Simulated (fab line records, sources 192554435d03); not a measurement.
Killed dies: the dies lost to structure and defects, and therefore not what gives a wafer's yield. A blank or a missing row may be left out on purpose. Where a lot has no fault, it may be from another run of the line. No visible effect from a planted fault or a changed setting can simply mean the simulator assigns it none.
Lot-split experiment || flow n5 finfet || 21 wafers read from 7 lots, route of 1938 steps

SPLIT DETAILS
At N5_BEOL_M2_ETCH_64 (etches SOC in N2/H2, target depth 75 nm, overetch 22.5 nm, time 121.9 s), the setting bias w was moved away from the recipe's 150 W on 8 of the 21 wafers read, by -14.7% to +16.5%. All remaining wafers had this setting at the recipe value.

The reading is taken at the split's own step.

THE READING
rf vpp V, in V, at N5_BEOL_M2_ETCH_64 (etches SOC in N2/H2, target depth 75 nm, overetch 22.5 nm, time 121.9 s). Typical for fault-free wafers on this fab line: 524.4 V, with standard deviation 2.5 V.

{"wafer": "L075.1", "tool, chamber at the split": "rie diel-06, 3", "bias w as run, W": 150, "against the recipe": "recipe", "rf vpp V, V": 526.9, "against lot-mates on the recipe": "-"}
{"wafer": "L075.2", "tool, chamber at the split": "rie diel-06, 0", "bias w as run, W": 150, "against the recipe": "recipe", "rf vpp V, V": 524.4, "against lot-mates on the recipe": "-"}
{"wafer": "L075.4", "tool, chamber at the split": "rie diel-06, 2", "bias w as run, W": 150, "against the recipe": "recipe", "rf vpp V, V": 521.5, "against lot-mates on the recipe": "-"}
{"wafer": "L084.4", "tool, chamber at the split": "rie diel-06, 3", "bias w as run, W": 150, "against the recipe": "recipe", "rf vpp V, V": 524.8, "against lot-mates on the recipe": "-"}
{"wafer": "L084.5", "tool, chamber at the split": "rie diel-06, 0", "bias w as run, W": 150, "against the recipe": "recipe", "rf vpp V, V": 524.0, "against lot-mates on the recipe": "-"}
{"wafer": "L084.6", "tool, chamber at the split": "rie diel-06, 1", "bias w as run, W": 128, "against the recipe": "-14.7%", "rf vpp V, V": 470.5, "against lot-mates on the recipe": -53.9}
{"wafer": "L085.1", "tool, chamber at the split": "rie diel-03, 2", "bias w as run, W": 157.1, "against the recipe": "+4.7%", "rf vpp V, V": 542.7, "against lot-mates on the recipe": "+19.6"}
{"wafer": "L085.3", "tool, chamber at the split": "rie diel-03, 3", "bias w as run, W": 150, "against the recipe": "recipe", "rf vpp V, V": 524.9, "against lot-mates on the recipe": "-"}
{"wafer": "L085.4", "tool, chamber at the split": "rie diel-03, 0", "bias w as run, W": 150, "against the recipe": "recipe", "rf vpp V, V": 521.4, "against lot-mates on the recipe": "-"}
{"wafer": "L089.1", "tool, chamber at the split": "rie diel-03, 2", "bias w as run, W": 150, "against the recipe": "recipe", "rf vpp V, V": 529.5, "against lot-mates on the recipe": "-"}
{"wafer": "L089.4", "tool, chamber at the split": "rie diel-03, 2", "bias w as run, W": 150, "against the recipe": "recipe", "rf vpp V, V": 528.4, "against lot-mates on the recipe": "-"}
{"wafer": "L089.5", "tool, chamber at the split": "rie diel-03, 3", "bias w as run, W": 150, "against the recipe": "recipe", "rf vpp V, V": 526.5, "against lot-mates on the recipe": "-"}
{"wafer": "L090.1", "tool, chamber at the split": "rie diel-06, 1", "bias w as run, W": 158.4, "against the recipe": "+5.6%", "rf vpp V, V": 538.4, "against lot-mates on the recipe": "no lot-mate on the recipe"}
{"wafer": "L090.2", "tool, chamber at the split": "rie diel-06, 2", "bias w as run, W": 158.4, "against the recipe": "+5.6%", "rf vpp V, V": 539.3, "against lot-mates on the recipe": "no lot-mate on the recipe"}
{"wafer": "L090.3", "tool, chamber at the split": "rie diel-06, 0", "bias w as run, W": 158.4, "against the recipe": "+5.6%", "rf vpp V, V": 541.7, "against lot-mates on the recipe": "no lot-mate on the recipe"}
{"wafer": "L091.1", "tool, chamber at the split": "rie diel-03, 1", "bias w as run, W": 174.8, "against the recipe": "+16.5%", "rf vpp V, V": 576.4, "against lot-mates on the recipe": "+54.5"}
{"wafer": "L091.2", "tool, chamber at the split": "rie diel-03, 0", "bias w as run, W": 150, "against the recipe": "recipe", "rf vpp V, V": 521.9, "against lot-mates on the recipe": "-"}
{"wafer": "L091.6", "tool, chamber at the split": "rie diel-03, 2", "bias w as run, W": 174.8, "against the recipe": "+16.5%", "rf vpp V, V": 580.5, "against lot-mates on the recipe": "+58.6"}
{"wafer": "L097.2", "tool, chamber at the split": "rie diel-03, 0", "bias w as run, W": 150, "against the recipe": "recipe", "rf vpp V, V": 519.9, "against lot-mates on the recipe": "-"}
{"wafer": "L097.3", "tool, chamber at the split": "rie diel-03, 1", "bias w as run, W": 150, "against the recipe": "recipe", "rf vpp V, V": 522.1, "against lot-mates on the recipe": "-"}
{"wafer": "L097.4", "tool, chamber at the split": "rie diel-03, 3", "bias w as run, W": 174.7, "against the recipe": "+16.5%", "rf vpp V, V": 578.0, "against lot-mates on the recipe": "+57.0"}

THE FIT
A straight line over all 21 wafers: rf vpp V changes by +3.35 V for each +1% of bias w; r = +0.99; the points scatter about the line by 3 V.
The same after taking each lot's own level away (the mean of its wafers on the recipe; 18 wafers): +3.5 V for each +1%; r = +1.00; scatter 1.9 V.
That fit puts the effect of the largest move of bias w on the reading at 58 V.
The lots' own levels span 521.00 to 528.13 V, that is 2.9 times the standard deviation above.
So the lot-to-lot level changes the slope little: the two slopes agree.
Check: +59 V against its lot-mates is what the line predicts for one of the wafers moved furthest among these (+16.5%) when that wafer is left out of the fit. Against them it came out at +54.5 V.
Tool readings at the split's step, against how far the setting was moved: rf vpp V r = +0.99.

THE OTHER SPLITS THESE WAFERS WENT THROUGH
These wafers also went through other splits before the reading. Each is held against what the fit with the lots' levels taken away leaves over:
{"other split on the same wafers": "N5_MOL_CONTACT_COAG_ETCH_15 source w", "wafers away from the commonest value": 7, "r with rf vpp V (lot level and that fit taken away)": -0.04}
{"other split on the same wafers": "N5_MOL_CONTACT_COAG_ALD_133 ald cycles", "wafers away from the commonest value": 7, "r with rf vpp V (lot level and that fit taken away)": "+0.18"}
{"other split on the same wafers": "N5_MOL_CONTACT_COAG_VIA_ETCH_117 bias w", "wafers away from the commonest value": 5, "r with rf vpp V (lot level and that fit taken away)": -0.14}
{"other split on the same wafers": "N5_BEOL_M0_SAQP_PECVD_97 time s", "wafers away from the commonest value": 12, "r with rf vpp V (lot level and that fit taken away)": -0.28}
{"other split on the same wafers": "N5_BEOL_M1_ETCH_70 time s", "wafers away from the commonest value": 3, "r with rf vpp V (lot level and that fit taken away)": -0.13}
{"other split on the same wafers": "N5_BEOL_M1_TRENCH_ETCH_37 time s", "wafers away from the commonest value": 3, "r with rf vpp V (lot level and that fit taken away)": "+0.29"}
{"other split on the same wafers": "N5_BEOL_M2_EXPOSE_08 dose mj", "wafers away from the commonest value": 6, "r with rf vpp V (lot level and that fit taken away)": -0.13}

THE WHOLE CHAIN: every reading that the file lists as answering this split, in the file's order
{"step": "N5_BEOL_M2_ETCH_64", "what it does": "etches SOC in N2/H2, target depth 75 nm, overetch 22.5 nm, time 121.9 s", "reading": "rf vpp V", "change (the file's fit)": "+3.53 V for each +1% of the setting", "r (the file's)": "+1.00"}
{"step": "N5_BEOL_M2_ETCH_64", "what it does": "etches SOC in N2/H2, target depth 75 nm, overetch 22.5 nm, time 121.9 s", "reading": "SiARC_of_BEOL_M2_COAT_62.thk nm (the simulator's own value, which no gauge read)", "change (the file's fit)": "-0.0778 nm for each +1% of the setting", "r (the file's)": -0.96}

FILE'S OWN FIT
rf vpp V changes by +3.53 V for each +1% of bias w, r = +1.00.
